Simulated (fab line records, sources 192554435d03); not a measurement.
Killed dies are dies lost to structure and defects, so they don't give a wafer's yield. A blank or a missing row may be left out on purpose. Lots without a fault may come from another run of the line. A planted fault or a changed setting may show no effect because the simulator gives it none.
A struck lot beside a sound one | flow n5_finfet | 14 steps out of a route of 1938
Sound: wafers L662.4, L662.5, L662.6. Struck: wafers L668.1, L668.3, L668.4. The cause comes at the end.
At each step with rows: each side's tool, then ch and its chambers, then its first start. Under that, the readings that differ: sound wafers | struck wafers | difference of the means | sigmas: that difference in standard deviations of wafers without a fault.
alike: readings whose means differ by less than 2 such deviations, and words and numbers that are the same on both sides. not compared: withheld readings, readings that some wafer has no value for, bounds like >300 that may hide the same value, and numbers for which the record gives no deviation and whose values overlap.
The two part at a step that has a row with sigmas, a row that says differs or no value, or rows on one side only. Numbers that don't overlap but have no deviation are shown without sigmas and don't part them. A reading that every wafer of one side lacks parts them only if that side has two wafers or more.

first, 1 step without rows for these wafers: N5_BEOL_M3_ANNEAL_87 (time 240 s).
N5_BEOL_M3_SPUTTER_88: material Cu, target thk 4.5 nm, time 8.29 s.
  sound on pvd_sputter-03, day 8 01:56; struck on pvd_sputter-01, day 9 13:15
  alike: chamber_pressure_pa, throttle_valve_pct
then, 2 steps without rows for these wafers: N5_BEOL_M3_ANNEAL_89 (time 240 s); N5_BEOL_M3_SPUTTER_90 (material Cu, target thk 4.5 nm, time 8.29 s).
N5_BEOL_M3_ANNEAL_91: time 240 s.
  sound on pvd_sputter-03, day 8 02:14; struck on pvd_sputter-01, day 9 13:33
  alike: heater_power_w
then, 1 step without rows for these wafers: N5_BEOL_M3_SPUTTER_92 (material Cu, target thk 4.5 nm, time 8.29 s).
N5_BEOL_M3_ANNEAL_93: time 240 s.
  sound on pvd_sputter-03, day 8 02:28; struck on pvd_sputter-01, day 9 13:46
  alike: heater_power_w
then, 1 step without rows for these wafers: N5_BEOL_M3_SPUTTER_94 (material Cu, target thk 4.5 nm, time 8.29 s).
N5_BEOL_M3_ANNEAL_95: time 240 s.
  sound on pvd_sputter-03, day 8 02:41; struck on pvd_sputter-01, day 9 13:59
  alike: heater_power_w
then, 2 steps without rows for these wafers: N5_BEOL_M3_SPUTTER_96 (material Cu, target thk 4.5 nm, time 8.29 s); N5_BEOL_M3_ECD_50 (material Cu, target thk 300 nm).
N5_BEOL_M3_ANNEAL_51: time 90 s.
  sound on rtp_anneal-02 ch 0, day 8 03:32; struck on rtp_anneal-02 ch 0, day 9 14:20
  alike: wafer_temp_C_max
N5_BEOL_M3_CMP_52: polishes, stops on SiOC, t overpolish 6.8 s, target thk 40 nm.
  sound on cmp-01 ch 0,3, day 8 03:44; struck on cmp-01 ch 0,2,3, day 9 14:38
  reading                      | sound                | struck               | difference | sigmas
  barrier_field_endpoint_s (s) | 25.4 24.4 25.5       | 28.4 27.1 28.2       | +2.8       | +4
  head_pressure_psi (psi)      | 0.9939 0.9984 1.0036 | 0.8549 0.8560 0.8478 | -0.1457    | -69
  alike: motor_current_A, overpolish_run_s, time_to_endpoint_s
N5_BEOL_M4_RC_MEAS_101:
  sound on prober-02 ch 0, day 8 19:16; struck on prober-02 ch 0, day 10 04:01
  reading        | sound             | struck            | difference | sigmas
  DIBL_N (mV/V)  | 35.3 33.8 35.2    | 36.2 38.6 39.3    | +3.3       | +2
  IOFF_N (nA/um) | 0.135 0.111 0.135 | 0.161 0.207 0.235 | +0.074     | +3
  IOFF_P (nA/um) | 0.17 0.14 0.17    | 0.21 0.25 0.27    | +0.08      | +2
  VT_N (mV)      | 252 256 253       | 250 246 241       | -8         | -2
  VT_P (mV)      | -256 -258 -254    | -247 -248 -248    | +8         | +2
  alike: DIBL_P, ION_N, ION_P, SS_N, SS_P

WHERE THEY PART
First at N5_BEOL_M3_CMP_52; last, within this record, at N5_BEOL_M4_RC_MEAS_101.

WHY: what the simulator had put in
Process parameter drift: cmp-01, from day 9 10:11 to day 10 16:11, at N5_BEOL_M3_CMP_52. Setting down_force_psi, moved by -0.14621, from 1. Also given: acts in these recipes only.
